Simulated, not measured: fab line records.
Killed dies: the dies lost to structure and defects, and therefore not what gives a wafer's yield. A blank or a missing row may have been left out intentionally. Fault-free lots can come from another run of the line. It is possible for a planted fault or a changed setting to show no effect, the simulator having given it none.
Which tool is to blame? / flow n5-finfet / Sampling: 9 lots, 25 wafers, 5 of 1938 route steps

WHAT THE GAUGES READ, wafer by wafer
N5_BEOL_M4_RC_MEAS_101.
lot=L342; measured=day 9 15:42; on=prober-02; DIBL_N (mV/V)=33.4 30.8 33.7
lot=L343; measured=day 9 10:32; on=prober-01; DIBL_N (mV/V)=38.5 39.2
lot=L344; measured=day 9 15:58; on=prober-01; DIBL_N (mV/V)=37.4 36.3 33.0
lot=L349; measured=day 11 00:42; on=prober-01; DIBL_N (mV/V)=38.1 38.7 37.8
lot=L356; measured=day 13 11:36; on=prober-02; DIBL_N (mV/V)=35.1 35.3 35.8
lot=L357; measured=day 13 15:56; on=prober-02; DIBL_N (mV/V)=34.0 34.9
lot=L358; measured=day 13 14:39; on=prober-01; DIBL_N (mV/V)=36.3 32.1 32.0
lot=L361; measured=day 14 04:13; on=prober-01; DIBL_N (mV/V)=36.3 36.5 39.1
lot=L363; measured=day 15 02:20; on=prober-02; DIBL_N (mV/V)=37.0 37.4 35.2

EACH LOT AND THE TOOL THAT RAN IT (in order: tool; ch and the chambers of the sampled wafers; start)
lot=L342; N5_BEOL_M1_STRIP_66=rie-diel-02 ch 0,3, day 6 11:42; N5_BEOL_M1_HM_OPEN_17=rie-metal-03 ch 0,1, day 6 11:44; N5_BEOL_M1_ETCH_69=rie-diel-02 ch 1,2,3, day 6 12:38; N5_BEOL_M1_ALD_98=ald-sin-02 ch 1,2,3, day 6 13:08
lot=L343; N5_BEOL_M1_STRIP_66=rie-diel-01 ch 1,2, day 6 15:04; N5_BEOL_M1_HM_OPEN_17=rie-metal-01 ch 1, day 6 15:07; N5_BEOL_M1_ETCH_69=rie-diel-05 ch 1,3, day 6 15:48; N5_BEOL_M1_ALD_98=ald-sin-03 ch 0,2, day 6 15:53
lot=L344; N5_BEOL_M1_STRIP_66=rie-diel-01 ch 1,2,3, day 6 15:33; N5_BEOL_M1_HM_OPEN_17=rie-metal-01 ch 0,1, day 6 15:35; N5_BEOL_M1_ETCH_69=rie-diel-02 ch 1,2,3, day 6 16:23; N5_BEOL_M1_ALD_98=ald-sin-03 ch 1,2,3, day 6 16:30
lot=L349; N5_BEOL_M1_STRIP_66=rie-diel-01 ch 0,3, day 8 01:21; N5_BEOL_M1_HM_OPEN_17=rie-metal-02 ch 0, day 8 01:23; N5_BEOL_M1_ETCH_69=rie-diel-01 ch 1,3, day 8 02:04; N5_BEOL_M1_ALD_98=ald-sin-03 ch 0,1,2, day 8 02:08
lot=L356; N5_BEOL_M1_STRIP_66=rie-diel-02 ch 0,2, day 10 04:19; N5_BEOL_M1_HM_OPEN_17=rie-metal-03 ch 0,1, day 10 04:22; N5_BEOL_M1_ETCH_69=rie-diel-01 ch 0,2, day 10 05:19; N5_BEOL_M1_ALD_98=ald-sin-02 ch 0,1,2, day 10 05:39
lot=L357; N5_BEOL_M1_STRIP_66=rie-diel-01 ch 3, day 10 04:44; N5_BEOL_M1_HM_OPEN_17=rie-metal-02 ch 1, day 10 04:47; N5_BEOL_M1_ETCH_69=rie-diel-01 ch 2,3, day 10 05:37; N5_BEOL_M1_ALD_98=ald-sin-02 ch 0, day 10 05:50
lot=L358; N5_BEOL_M1_STRIP_66=rie-diel-02 ch 0,1,2, day 10 08:41; N5_BEOL_M1_HM_OPEN_17=rie-metal-01 ch 0,1, day 10 08:44; N5_BEOL_M1_ETCH_69=rie-diel-05 ch 0,2,3, day 10 09:24; N5_BEOL_M1_ALD_98=ald-sin-01 ch 0,1, day 10 09:37
lot=L361; N5_BEOL_M1_STRIP_66=rie-diel-05 ch 0,2, day 11 04:01; N5_BEOL_M1_HM_OPEN_17=rie-metal-03 ch 1, day 11 04:07; N5_BEOL_M1_ETCH_69=rie-diel-05 ch 0,2, day 11 04:49; N5_BEOL_M1_ALD_98=ald-sin-02 ch 0,1,3, day 11 04:54
lot=L363; N5_BEOL_M1_STRIP_66=rie-diel-02 ch 0,1, day 11 13:29; N5_BEOL_M1_HM_OPEN_17=rie-metal-02 ch 0,1, day 11 13:33; N5_BEOL_M1_ETCH_69=rie-diel-05 ch 0,2, day 11 14:13; N5_BEOL_M1_ALD_98=ald-sin-02 ch 2,3, day 11 14:19
- N5_BEOL_M1_STRIP_66: strips in CF4.
- N5_BEOL_M1_HM_OPEN_17: chemistry Cl2/BCl3, target TiN, target depth 20 nm, overetch 6 nm.
- N5_BEOL_M1_ETCH_69: etches SiARC in CF4, target depth 15.6 nm, time 26 s.
- N5_BEOL_M1_ALD_98: deposits SiO2, target thk 2.5 nm, pulse time 1 s, co reactant pulse time 1 s.

THE ANSWER, worked out from the rows above alone
Rule: the usual values come from the lots themselves. Put in order of their means at a reading, lots are off if they are a third of the lots or fewer, leave a main group of 4 or more, and stand apart from it by a gap of 3 or more times the standard deviation of the main group's means; of several such gaps the widest counts. Not used: any main group whose means are identical at the precision the tables above print for the reading. Also off: a lot with no number at a reading for which 4 or more lots have one. All remaining lots with rows at the step are treated as sound.
No lot is off on any of the readings shown, so nothing can be concluded from this.

WHAT THE SIMULATOR HAD INSERTED
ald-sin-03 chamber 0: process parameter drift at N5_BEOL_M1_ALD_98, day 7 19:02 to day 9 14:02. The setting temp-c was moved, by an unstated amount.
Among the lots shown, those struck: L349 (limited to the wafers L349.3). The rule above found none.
